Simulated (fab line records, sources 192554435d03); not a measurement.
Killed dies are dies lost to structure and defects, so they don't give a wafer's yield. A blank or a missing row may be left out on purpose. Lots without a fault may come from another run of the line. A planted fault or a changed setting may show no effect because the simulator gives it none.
fab line records | flow n5_finfet
record lots=6 wafers=18 last_day=17
route steps=1938 shown BEOL_M7@1310 PASSIVATION@1936
lots that met no fault: from a run of the same line without faults
start_h: hours from the record's first day to the start of the lot's first wafer shown | wait_h: hours since the lot's step before | " the same as in the row above | L1.1+2: a row that stands for several wafers | - no value, or no start given | * or withheld: withheld | < > ~ a bound
route shown NAME@n: a module of which the file shows steps, and the number in the route of the first | usual: mean/standard deviation of fault-free wafers | same: alike in all rows | chamber/n: place in a boat | sites: the reading at each site | _std_site: their standard deviation | _edge_site: outer sites' mean less inner sites' | radius_mm: how far each site lies from the wafer's centre | mask NAME#n: copy n | behind: the tool/chamber that last shaped the wafer | hold: why the lot was held/for how many hours/how that ended | device: the transistor (n, p or np) that didn't switch | end of line: the same wafers' tests at the end of the route | a step without rows: its recipe alone | killed: dies lost to structure and defects at the first sort, not the wafer's yield | map: a wafer's dies, x killed, . not, _ none there
set.NAME: the setting as run; set.NAME@STEP: as run at that earlier step | model.NAME: the simulator's own value behind a step, which no gauge read
lots at some steps of the route; a table a step, a row a wafer
services: from which hour (start_h, from the record's first day; less than 0 if before it) a tool's chamber was out of use, for how many hours, and why
## steps
# step N5_BEOL_M7_STRIP_80
# recipe chemistry=N2/H2 time_s=10 power_w=450 temp_c=40 pressure_mtorr=20 rf_frequency_hz=6e+07 bias_power_w=7 n2_flow_sccm=200 h2_flow_sccm=200
# usual chamber_pressure_mTorr=20.001/0.018 drypump_motor_current_A=5.6/0.45 oes_product_au=0.80/0.096 rf_vpp_V=59.3/0.84 showerhead_plenum_p_Torr=2.58/0.08 throttle_valve_pct=23.7/0.38
# columns lot.wafer tool chamber start_h wait_h chamber_pressure_mTorr drypump_motor_current_A oes_product_au rf_hours_counter_h rf_vpp_V showerhead_plenum_p_Torr throttle_valve_pct
L360.1 rie_diel-02 3 - - 20.037 5.4 0.86 49 59.0 2.71 23.7
L360.4 " 0 " " 20.020 6.0 0.73 204 59.6 2.51 24.0
L360.6 " 1 " " 20.006 5.9 0.70 - 60.7 2.65 24.2
L361.1 rie_diel-04 0 - - 20.003 5.3 0.89 28 60.4 2.67 23.0
L361.3 " 2 " " 19.997 4.9 0.79 105 59.1 2.56 23.4
L361.4 " 1 " " 20.012 6.2 0.67 248 58.2 2.40 24.0
L363.2 rie_diel-04 0 - - 19.989 5.3 0.89 33 59.9 2.67 23.0
L363.4 " 2 " " 20.013 4.9 0.78 - 58.9 2.56 23.4
L363.5 " 3 " " 20.009 5.0 0.85 - 59.4 2.57 23.2
L366.2 rie_diel-04 0 - - 20.001 5.3 0.86 42 59.0 2.66 23.0
L366.4 " 1 " " 20.012 6.2 0.97 9 60.7 2.71 24.0
L366.6 " 0 " " 19.994 5.3 0.86 - 57.4 2.66 23.0
L373.1 rie_diel-05 0 - - 19.982 6.5 0.68 231 58.1 2.60 24.1
L373.3 " 2 " " 20.016 5.8 0.85 58 57.9 2.47 23.4
L373.4 " 0 " " 20.004 6.5 0.67 - 58.1 2.60 24.1
L372.2 rie_diel-02 0 - - 19.994 6.0 0.71 228 58.6 2.50 24.0
L372.3 " 3 " " 19.992 5.4 0.83 73 60.1 2.70 23.8
L372.6 " 1 " " 20.004 5.9 0.68 - 59.8 2.63 24.3
# step N5_BEOL_M7_OCD_MEAS_38
# usual trench_depth_nm=92.4/2.1
# columns lot.wafer tool chamber start_h wait_h trench_depth_nm
L360.1 ocd-02 - 234.28 - 92.5
L360.4 " - " " 90.0
L360.6 " - " " 89.1
L361.1 ocd-02 - 244.20 - 92.6
L361.3 " - " " 95.7
L361.4 " - " " 94.4
L363.2 ocd-02 - 262.57 - 90.9
L363.4 " - " " 94.8
L363.5 " - " " 92.9
L366.2 ocd-01 - 295.17 - 92.6
L366.4 " - " " 95.0
L366.6 " - " " 92.2
L373.1 ocd-02 - 308.84 - 91.9
L373.3 " - " " 94.0
L373.4 " - " " 92.2
L372.2 ocd-01 - 309.01 - 89.6
L372.3 " - " " 91.8
L372.6 " - " " 89.5
# step N5_BEOL_M7_HM_STRIP_39
# recipe chemistry=peroxide_tin_strip material=TiN target_depth_a=250 temp_c=50 time_s=158
# step N5_BEOL_M7_SRD_40
# recipe time_s=30 temp_c=23 rinse_liquid=diw dry=ipa_marangoni
# step N5_BEOL_M7_PRECLEAN_42
# recipe chemistry=residue_remover time_s=60 temp_c=40
# step N5_BEOL_M7_SRD_43
# recipe time_s=30 temp_c=23 rinse_liquid=diw dry=ipa_marangoni
# step N5_BEOL_M7_CD_MEAS_35
# recipe target_cd_nm=40 polarity=opening
# usual cd_nm=40.2/0.64
# columns lot.wafer tool chamber start_h wait_h cd_nm
L360.1 cd_sem-03 - 234.43 0.0 39.7
L360.4 " - " " 39.4
L360.6 " - " " 39.3
L361.1 cd_sem-02 - 244.35 0.0 39.2
L361.3 " - " " 40.3
L361.4 " - " " 39.3
L363.2 cd_sem-03 - 262.73 0.0 40.0
L363.4 " - " " 39.3
L363.5 " - " " 41.3
L366.2 cd_sem-01 - 295.32 0.0 40.1
L366.4 " - " " 40.7
L366.6 " - " " 40.2
L373.1 cd_sem-02 - 308.99 0.0 40.3
L373.3 " - " " 40.6
L373.4 " - " " 40.4
L372.2 cd_sem-02 - 309.26 0.0 40.0
L372.3 " - " " 40.6
L372.6 " - " " 41.5
# step N5_BEOL_M7_CURE_75
# recipe temp_c=370 time_s=120 ambient=DMADMS/He material=SiCOH_lowk
# usual lamp_power_pct=52.32/0.055 wafer_temp_C_max=372.1/0.66
# columns lot.wafer tool chamber start_h wait_h lamp_power_pct wafer_temp_C_max
L360.1 uv_cure-03 1 234.48 0.0 52.29 371.3
L360.4 " 1 " " 52.35 371.7
L360.6 " 1 " " 52.25 371.7
L361.1 uv_cure-01 1 244.80 0.4 52.29 372.9
L361.3 " 1 " " 52.31 373.0
L361.4 " 1 " " 52.41 372.5
L363.2 uv_cure-02 2 262.82 0.1 52.32 372.7
L363.4 " 2 " " 52.31 372.2
L363.5 " 2 " " 52.37 372.0
L366.2 uv_cure-01 1 295.41 0.1 52.31 372.6
L366.4 " 1 " " 52.34 372.4
L366.6 " 1 " " 52.22 372.4
L373.1 uv_cure-03 2 309.04 0.0 52.34 372.1
L373.3 " 2 " " 52.32 372.8
L373.4 " 2 " " 52.32 373.1
L372.2 uv_cure-02 1 309.35 0.1 52.36 371.9
L372.3 " 1 " " 52.35 372.2
L372.6 " 1 " " 52.31 372.3
# step N5_BEOL_M7_DEGAS_44
# recipe ambient=vacuum temp_c=250 time_s=60
# step N5_BEOL_M7_PRE_CLEAN_45
# recipe gas=H2/He time_s=30 temp_c=250
# usual heater_power_w=339/44
# columns lot.wafer tool chamber start_h wait_h heater_power_w
L360.1 pvd_sputter-01 - 235.15 0.0 307
L360.4 " - " " 457
L360.6 " - " " 302
L361.1 pvd_sputter-01 - 245.41 0.0 453
L361.3 " - " " 361
L361.4 " - " " 310
L363.2 pvd_sputter-02 - 263.53 0.0 414
L363.4 " - " " 301
L363.5 " - " " 274
L366.2 pvd_sputter-02 - 295.80 0.0 405
L366.4 " - " " 350
L366.6 " - " " 353
L373.1 pvd_sputter-01 - 309.84 0.0 348
L373.3 " - " " 341
L373.4 " - " " 301
L372.2 pvd_sputter-02 - 309.94 0.0 350
L372.3 " - " " 282
L372.6 " - " " 305
# step N5_BEOL_M7_ALD_77
# recipe material=TaN target_thk_a=20 temp_c=275 ald_precursor_family=PDMAT ald_co_reactant=NH3 pressure_torr=3 carrier_flow_sccm=1500 pulse_time_s=2 purge_time_s=3 co_reactant_purge_time_s=2 co_reactant_pulse_time_s=3 ald_cycles=40 precursor_vessel_temp_c=75 precursor_vessel_pressure_torr=26.25 precursor_vessel_carrier_sccm=1000
# usual heater_power_w=443/54
# same pulse_time_s=2
# columns lot.wafer tool chamber start_h wait_h heater_power_w
L360.1 ald_metal-02 0 235.22 0.1 505
L360.4 " 2 " " 417
L360.6 " 2 " " 412
L361.1 ald_metal-04 3 245.58 0.1 433
L361.3 " 2 " " 470
L361.4 " 0 " " 386
L363.2 ald_metal-02 0 263.81 0.3 508
L363.4 " 2 " " 415
L363.5 " 2 " " 406
L366.2 ald_metal-02 0 295.90 0.1 496
L366.4 " 2 " " 412
L366.6 " 2 " " 413
L373.1 ald_metal-02 0 309.90 0.0 502
L373.3 " 2 " " 402
L373.4 " 3 " " 379
L372.2 ald_metal-01 0 310.01 0.0 393
L372.3 " 2 " " 441
L372.6 " 0 " " 379
# step N5_BEOL_M7_SURFACE_TREAT_79
# recipe gas=Ar time_s=* ion_energy_ev=* ion_current_ma_cm2=0.5 pressure_mtorr=* ar_flow_sccm=30
# usual throttle_valve_pct=*
# columns lot.wafer tool chamber start_h wait_h throttle_valve_pct
L360.1 pvd_sputter-03 - 235.57 0.2 *
L360.4 " - " " *
L360.6 " - " " *
L361.1 pvd_sputter-01 - 245.91 0.2 *
L361.3 " - " " *
L361.4 " - " " *
L363.2 pvd_sputter-02 - 264.23 0.3 *
L363.4 " - " " *
L363.5 " - " " *
L366.2 pvd_sputter-02 - 296.24 0.2 *
L366.4 " - " " *
L366.6 " - " " *
L373.1 pvd_sputter-01 - 310.24 0.2 *
L373.3 " - " " *
L373.4 " - " " *
L372.2 pvd_sputter-01 - 310.38 0.2 *
L372.3 " - " " *
L372.6 " - " " *
# step N5_BEOL_M7_CVD_78
# recipe material=Co target_thk_a=20 temp_c=withheld precursor=CCTBA/H2 pressure_torr=30 time_s=142.3
# columns lot.wafer tool chamber start_h wait_h
L360.1+4+6 cvd_co-01 2,0,2 235.63 0.0
L361.1+3+4 cvd_co-02 0,1,1 246.04 0.1
L363.2+4+5 cvd_co-01 1,1,0 264.33 0.1
L366.2+4+6 cvd_co-01 1,2,0 296.37 0.1
L373.1+3+4 cvd_co-01 0,2,2 310.30 0.0
L373.1+3+4 cvd_co-01 0,2,2 310.58 0.2
L372.2+3+6 cvd_co-01 2,0,1 310.44 0.0
L372.2+3+6 cvd_co-01 2,0,1 310.77 0.3
# step N5_BEOL_M7_SPUTTER_48
# recipe material=Cu target_thk_a=100 temp_c=-20 bias_v=60 power_w=26000 chamber_pressure_pa=0.13 time_s=1.667
# step N5_PASSIVATION_PROBE_49
# usual defect_limited_yield=91.5/1.7 killed_at_M0_to_M3=33/11 killed_at_M4_up=13/5.2 killed_at_contacts=11/5.7 killed_at_front_end=39/11 killed_at_other=4/3 killed_dies=101/20 killed_open=66/15 killed_short=33/8.4 sort_bin_5_function=5.0/1.1 sort_bin_6_memory=3.2/0.69 sort_bin_8_speed=0.1/0.52 sort_n_pass=1078/20 sort_yield_pct=91.4/1.7
# same gross_dies=1180 killed_at_back_side=0 sort_bin_4_leakage[%]=0
# columns lot.wafer tool chamber start_h wait_h defect_limited_yield[%] killed_at_M0_to_M3 killed_at_M4_up killed_at_contacts killed_at_front_end killed_at_other killed_dies killed_open killed_short sort_bin_5_function[%] sort_bin_6_memory[%] sort_bin_8_speed[%] sort_n_pass sort_yield_pct[%]
L360.1 prober-01 - 315.61 0.0 91.1 53 8 11 28 5 105 63 40 5.1 3.6 0 1075 91.1
L360.4 prober-01 - 315.76 0.2 93.8 22 9 19 21 2 73 53 20 3.5 2.6 0 1107 93.8
L360.6 prober-01 - 315.86 0.3 91.8 45 8 9 34 1 97 63 33 4.8 3.2 0 1083 91.8
L373.4 prober-01 - 386.82 0.2 92.5 28 5 11 33 12 89 48 38 4.5 2.6 0 1091 92.5
# killed by level:class
L360.1 BEOL_M0_SAQP:geometric_particle:short=12 BEOL_M2:geometric_particle:open=10 BEOL_M0_SAQP:geometric_particle:open=8 MOL_CONTACT_COAG:geometric_particle:open=8 BEOL_M1:geometric_particle:open=8 DUMMY_GATE:geometric_particle:open=7 GATE_CUT:geometric_particle:short=5 BEOL_M2:geometric_particle:short=4
L360.4 MOL_CONTACT_COAG:geometric_particle:open=17 FIN_SAQP:geometric_particle:open=5 DUMMY_GATE:geometric_particle:open=5 BEOL_M0_SAQP:geometric_particle:open=5 BEOL_M0_SAQP:geometric_particle:short=5 BEOL_M4:geometric_particle:short=5 BEOL_M1:geometric_particle:open=4 GATE_CUT:geometric_particle:open=3
L360.6 BEOL_M3:geometric_particle:open=12 BEOL_M2:geometric_particle:open=11 MOL_CONTACT_COAG:geometric_particle:open=8 FIN_SAQP:geometric_particle:short=6 BEOL_M0_SAQP:geometric_particle:open=6 BEOL_M1:geometric_particle:open=6 FIN_SAQP:geometric_particle:open=5 DUMMY_GATE:geometric_particle:open=5
L373.4 BEOL_M3:geometric_particle:open=14 FIN_SAQP:geometric_particle:open=7 GATE_CUT:geometric_particle:short=7 BEOL_M0_SAQP:geometric_particle:short=7 MOL_CONTACT_COAG:geometric_particle:open=6 MOL_CONTACT_COAG:geometric_particle:short=5 STI_FIN_REVEAL:geometric_particle:open=4 STARTING-WAFER:geometric_particle:short=4
## services
# columns tool chamber start_h hours kind
uv_cure-03 - 211.45 2.8 pm
uv_cure-01 - 219.74 6.0 pm
rie_diel-05 3 222.62 - clean
rie_diel-05 3 222.62 - consumable_replace:focus_ring
rie_diel-05 3 222.62 24.3 scheduled_down
rie_diel-05 3 222.62 24.3 vent_cycle
rie_diel-05 - 229.87 0.2 repair
ald_metal-01 - 245.27 1.1 repair
uv_cure-03 - 246.66 0.9 repair
uv_cure-02 - 252.05 1.0 pm
rie_diel-04 1 253.38 - clean
rie_diel-04 1 253.38 - consumable_replace:focus_ring
rie_diel-04 1 253.38 - consumable_replace:showerhead
rie_diel-04 1 253.38 17.5 scheduled_down
rie_diel-04 1 253.38 17.5 vent_cycle
cvd_co-02 1 261.07 15.9 repair
uv_cure-02 - 263.66 7.5 pm
cvd_co-01 - 265.49 1.7 repair
rie_diel-02 2 266.68 5.1 repair
uv_cure-01 - 283.32 4.6 repair
uv_cure-03 - 284.76 1.0 pm
cvd_co-02 2 291.02 36.6 repair
rie_diel-05 1 305.69 - clean
rie_diel-05 1 305.69 - consumable_replace:focus_ring
## key
first_sign step=N5_BEOL_M7_CVD_78 reading=visit direction=added
effect none on later readings
met_at N5_BEOL_M7_CVD_78
struck_wafers L372.2,L372.3,L372.6,L373.1,L373.3,L373.4
fault kind=repeated_step_whole tool=cvd_co-01,cvd_co-02 chamber=- onset_h=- steps=N5_BEOL_M7_CVD_78 times=1 scope=struck_lots_only
